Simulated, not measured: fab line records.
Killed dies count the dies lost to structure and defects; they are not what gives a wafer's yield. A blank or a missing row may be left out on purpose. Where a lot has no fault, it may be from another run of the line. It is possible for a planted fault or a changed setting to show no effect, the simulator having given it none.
fab line records	flow n5_finfet	part 2 of 2: steps 5 to 6 of 6
record lots=24	wafers=72	last_day=19
route steps=1938 shown BEOL_M2@922 BEOL_M3@947
lots untouched by any fault: they come from a run of this same line in which no faults occurred
start_h: hours from the record's first day to the start of the lot's first wafer shown	wait_h: hours since the lot's step before	" unchanged from the row above	L1.1+2: a row that stands for several wafers	- no value, or no start was given	* or withheld: withheld	< > ~ a bound
route shown NAME@n: a module of which the file shows steps, and the number in the route of the first	usual: mean/standard deviation taken from wafers without a fault	same: alike in all rows	chamber/n: place in a boat	sites: readings site by site	_std_site: standard deviation across them	_edge_site: inner sites' mean taken away from outer sites' mean	radius_mm: how far each site lies from the wafer's centre	mask NAME#n: copy n	behind: the last tool/chamber to shape the wafer	hold: reason for holding the lot/hours on hold/outcome of the hold	device: names the non-switching transistor (n, p or np)	end of line: the tests these same wafers got at the end of their route	a step with no rows: only its recipe	killed: at the first sort, the dies lost to defects and structure; wafer yield is something else	map: dies across one wafer; x = killed, . = not, _ = none there
set.NAME: setting as actually run; set.NAME@STEP: the setting as run at that earlier step	model.NAME: the simulator's own value behind a step, which no gauge read
one table for each step of the route and one row for each wafer, over a sample of lots
services: the hour from which a tool's chamber was out of use, counted from the record's first day as start_h (under 0 if before that day), plus the number of hours and why
## steps
# step N5_BEOL_M3_ALD_98
# recipe material=SiO2	target_thk_a=25	temp_c=100	ald_precursor_family=BDEAS	ald_co_reactant=O2-plasma	pulse_time_s=1	co_reactant_pulse_time_s=1	purge_time_s=2	co_reactant_purge_time_s=2	ald_cycles=17	pressure_torr=2
# usual heater_power_w=75/6.8	precursor_pulse_height_rel=1.001/0.02
lot.wafer	tool	chamber	start_h	wait_h	heater_power_w	precursor_pulse_height_rel
L074.2	ald_sin-04	2	151.69	0.3	94	0.990
L074.3	"	1	"	"	80	1.000
L074.5	"	3	"	"	70	1.018
L075.3	ald_sin-04	1	151.78	0.2	79	0.982
L075.4	"	3	"	"	68	1.015
L075.6	"	1	"	"	81	1.030
L077.1	ald_sin-03	3	188.24	0.1	65	1.009
L077.2	"	1	"	"	78	1.038
L077.5	"	2	"	"	77	0.993
L078.2	ald_sin-03	3	213.26	0.1	67	0.961
L078.3	"	0	"	"	75	1.021
L078.6	"	2	"	"	77	1.009
L076.1	ald_sin-04	2	218.49	0.5	95	1.013
L076.5	"	1	"	"	80	0.994
L076.6	"	2	"	"	95	0.987
L083.1	ald_sin-03	2	218.65	0.5	78	1.008
L083.2	"	0	"	"	75	0.993
L083.5	"	1	"	"	78	1.025
L080.1	ald_sin-04	2	218.80	0.5	94	1.007
L080.3	"	3	"	"	69	0.955
L080.4	"	0	"	"	66	0.978
L079.1	ald_sin-03	2	218.84	0.1	77	1.001
L079.2	"	1	"	"	77	0.988
L079.3	"	0	"	"	74	1.035
L081.1	ald_sin-01	0	221.39	0.1	71	0.964
L081.2	"	3	"	"	75	0.999
L081.4	"	1	"	"	76	0.992
L082.1	ald_sin-01	1	227.02	0.1	76	1.000
L082.2	"	0	"	"	71	0.995
L082.5	"	0	"	"	71	1.040
L084.2	ald_sin-03	1	229.08	0.1	78	1.011
L084.4	"	3	"	"	65	0.990
L084.6	"	3	"	"	68	1.012
L085.3	ald_sin-01	3	232.61	0.1	72	1.016
L085.5	"	2	"	"	74	1.018
L085.6	"	1	"	"	77	0.999
L088.1	ald_sin-03	2	234.05	0.5	76	0.976
L088.2	"	0	"	"	75	1.011
L088.4	"	3	"	"	66	1.032
L086.1	ald_sin-03	2	234.14	0.4	77	1.020
L086.2	"	3	"	"	66	0.984
L086.4	"	1	"	"	79	1.013
L087.4	ald_sin-01	1	240.39	0.2	76	1.004
L087.5	"	0	"	"	70	1.024
L087.6	"	1	"	"	77	0.999
L089.1	ald_sin-03	1	249.61	0.1	78	0.995
L089.3	"	3	"	"	67	1.033
L089.5	"	0	"	"	73	1.009
L090.1	ald_sin-04	3	259.99	0.1	66	0.991
L090.2	"	1	"	"	79	1.005
L090.4	"	0	"	"	67	1.030
L091.1	ald_sin-04	3	270.02	0.3	68	1.003
L091.3	"	2	"	"	96	0.999
L091.6	"	0	"	"	65	0.988
L092.3	ald_sin-01	2	276.94	0.1	75	0.989
L092.4	"	1	"	"	77	0.999
L092.5	"	0	"	"	72	1.009
L093.1	ald_sin-01	3	282.65	0.2	73	1.035
L093.3	"	2	"	"	73	0.967
L093.5	"	0	"	"	72	1.015
L094.1	ald_sin-03	0	283.18	0.1	75	0.981
L094.2	"	2	"	"	79	0.993
L094.5	"	2	"	"	79	0.992
L095.1	ald_sin-01	1	287.05	0.1	77	0.960
L095.5	"	1	"	"	77	0.998
L095.6	"	0	"	"	72	1.002
L096.3	ald_sin-03	2	296.65	0.1	82	1.003
L096.5	"	0	"	"	75	0.991
L096.6	"	3	"	"	68	0.987
L097.1	ald_sin-03	1	302.58	0.1	71	0.998
L097.3	"	0	"	"	77	1.000
L097.5	"	0	"	"	76	1.003
# step N5_BEOL_M3_ETCH_41
# recipe chemistry=CH3F/O2	target=SiCN	target_depth_a=299	taper_deg=2	time_s=52.5	ion_energy_ev=120	mask_material=TiN	pressure_mtorr=30	source_w=395	bias_w=75	Ar_flow_sccm=150	CH3F_flow_sccm=30	O2_flow_sccm=20
# usual drypump_motor_current_A=5.76/0.27	oes_product_au=0.77/0.071	rf_vpp_V=297.0/1.6	showerhead_plenum_p_Torr=1.99/0.072	throttle_valve_pct=16.30/0.26
lot.wafer	tool	chamber	start_h	wait_h	drypump_motor_current_A	oes_product_au	rf_hours_counter_h	rf_vpp_V	showerhead_plenum_p_Torr	throttle_valve_pct
L074.2	rie_diel-01	2	-	-	5.66	0.72	198	298.4	2.07	16.58
L074.3	"	0	"	"	5.66	0.83	58	296.1	1.96	15.89
L074.5	"	0	"	"	5.65	0.83	-	296.7	1.96	15.89
L075.3	rie_diel-01	1	-	-	6.11	0.85	62	298.3	2.04	16.36
L075.4	"	1	"	"	6.07	0.84	-	296.4	2.04	16.35
L075.6	"	2	"	"	5.67	0.72	-	298.1	2.07	16.57
L077.1	rie_diel-06	3	-	-	5.41	0.82	54	298.3	2.12	16.32
L077.2	"	1	"	"	6.29	0.73	217	294.2	1.89	16.14
L077.5	"	1	"	"	6.26	0.72	-	293.7	1.89	16.15
L078.2	rie_diel-06	2	-	-	6.04	0.72	132	295.7	1.91	16.33
L078.3	"	1	"	"	6.25	0.73	219	295.8	1.89	16.15
L078.6	"	1	"	"	6.22	0.73	-	295.9	1.89	16.15
L076.1	rie_diel-06	0	-	-	5.89	0.73	157	298.9	2.09	16.44
L076.5	"	1	"	"	6.26	0.73	-	294.8	1.89	16.16
L076.6	"	0	"	"	5.93	0.74	-	298.2	2.09	16.43
L083.1	rie_diel-06	1	-	-	6.23	0.73	222	295.3	1.89	16.16
L083.2	"	3	"	"	5.42	0.83	60	299.5	2.12	16.34
L083.5	"	0	"	"	5.92	0.74	-	300.2	2.09	16.43
L081.1	rie_diel-05	1	-	-	5.17	0.71	188	295.4	1.90	16.59
L081.2	"	0	"	"	5.79	0.72	201	296.7	1.97	16.44
L081.4	"	2	"	"	5.65	0.67	245	296.8	1.96	16.75
L080.1	rie_diel-05	1	-	-	5.20	0.70	189	295.8	1.90	16.60
L080.3	"	2	"	"	5.64	0.67	245	297.0	1.96	16.75
L080.4	"	0	"	"	5.78	0.71	201	296.8	1.97	16.44
L079.1	rie_diel-05	2	-	-	5.67	0.67	245	297.4	1.96	16.75
L079.2	"	1	"	"	5.15	0.70	189	294.4	1.90	16.60
L079.3	"	3	"	"	5.76	0.84	101	295.9	1.93	15.95
L082.1	rie_diel-01	2	-	-	5.68	0.69	225	297.5	2.06	16.62
L082.2	"	3	"	"	5.82	0.91	18	297.6	2.05	15.93
L082.5	"	2	"	"	5.67	0.70	-	299.5	2.06	16.59
L084.2	rie_diel-01	2	-	-	5.66	0.70	226	298.8	2.06	16.61
L084.4	"	0	"	"	5.66	0.81	-	296.1	1.95	15.95
L084.6	"	2	"	"	5.62	0.70	-	298.8	2.06	16.61
L085.3	rie_diel-05	3	-	-	5.75	0.84	107	295.6	1.93	15.95
L085.5	"	0	"	"	5.77	0.72	-	296.6	1.97	16.46
L085.6	"	1	"	"	5.15	0.71	-	294.9	1.90	16.61
L088.1	rie_diel-05	1	-	-	5.15	0.70	195	296.3	1.90	16.62
L088.2	"	0	"	"	5.80	0.71	207	296.1	1.97	16.44
L088.4	"	1	"	"	5.18	0.70	-	296.0	1.90	16.62
L086.1	rie_diel-01	1	-	-	6.09	0.82	85	296.7	2.04	16.41
L086.2	"	0	"	"	5.64	0.80	91	296.5	1.95	15.95
L086.4	"	2	"	"	5.67	0.70	229	297.9	2.06	16.61
L087.4	rie_diel-05	1	-	-	5.17	0.70	-	296.2	1.89	16.61
L087.5	"	3	"	"	5.76	0.82	-	295.6	1.93	15.97
L087.6	"	0	"	"	5.79	0.71	-	297.4	1.97	16.44
L091.1	rie_diel-01	1	-	-	6.10	0.81	91	297.7	2.04	16.41
L091.3	"	0	"	"	5.65	0.80	97	297.3	1.94	15.96
L091.6	"	1	"	"	6.10	0.81	-	298.6	2.03	16.42
L089.1	rie_diel-05	1	-	-	5.19	0.71	201	294.9	1.89	16.62
L089.3	"	0	"	"	5.76	0.71	213	295.2	1.97	16.46
L089.5	"	1	"	"	5.17	0.70	-	294.7	1.89	16.63
L093.1	rie_diel-01	3	-	-	5.84	0.88	34	296.6	2.04	15.95
L093.3	"	2	"	"	5.68	0.68	240	298.3	2.05	16.64
L093.5	"	0	"	"	5.67	0.79	-	295.7	1.94	15.98
L090.1	rie_diel-01	1	-	-	6.08	0.81	97	298.3	2.03	16.43
L090.2	"	2	"	"	5.66	0.69	241	297.5	2.05	16.63
L090.4	"	3	"	"	5.85	0.88	35	297.8	2.04	15.97
L092.3	rie_diel-01	3	-	-	5.84	0.87	37	298.5	2.04	15.97
L092.4	"	1	"	"	6.08	0.80	98	297.8	2.03	16.43
L092.5	"	3	"	"	5.85	0.87	-	297.7	2.04	15.97
L094.1	rie_diel-06	3	-	-	5.42	0.79	79	299.4	2.11	16.38
L094.2	"	1	"	"	6.28	0.71	239	295.5	1.89	16.19
L094.5	"	0	"	"	5.91	0.72	-	298.9	2.09	16.47
L095.1	rie_diel-05	1	-	-	5.20	0.70	207	295.2	1.89	16.64
L095.5	"	2	"	"	5.65	0.95	-	297.5	1.96	16.25
L095.6	"	3	"	"	5.75	0.81	-	297.0	1.93	15.99
L096.3	rie_diel-01	1	-	-	6.10	0.79	100	298.7	2.03	16.44
L096.5	"	1	"	"	6.13	0.80	-	299.3	2.03	16.43
L096.6	"	0	"	"	5.66	0.79	-	296.4	1.94	15.98
L097.1	rie_diel-06	3	-	-	5.39	0.80	82	300.0	2.11	16.38
L097.3	"	2	"	"	6.00	0.72	155	294.5	1.91	16.38
L097.5	"	1	"	"	6.24	0.71	-	294.0	1.89	16.19
## services
tool	chamber	start_h	hours	kind
ald_sin-03	-	125.02	0.2	repair
rie_diel-06	-	132.24	0.2	repair
rie_diel-01	2	137.63	13.2	repair
rie_diel-06	-	142.13	0.4	repair
ald_sin-03	-	144.13	2.8	pm
rie_diel-01	3	145.39	3.7	repair
rie_diel-01	3	150.88	-	clean
ald_sin-03	-	159.04	6.0	pm
rie_diel-05	3	162.96	6.1	repair
rie_diel-05	2	176.92	13.9	repair
rie_diel-06	0	177.68	4.9	repair
ald_sin-04	-	178.49	0.7	repair
rie_diel-06	-	185.73	0.7	repair
rie_diel-01	3	191.61	6.5	repair
cvd_co-02	-	193.08	4.3	pm
rie_diel-01	1	226.27	14.9	repair
rie_diel-01	3	231.16	2.1	repair
ald_sin-01	3	241.24	13.3	repair
rie_diel-01	1	243.55	4.0	repair
ald_sin-01	1	256.45	4.3	repair
ald_sin-03	-	269.18	14.0	pm
rie_diel-05	2	283.64	2.9	repair
ald_sin-01	0	289.76	4.6	repair
rie_diel-05	2	290.80	7.5	repair
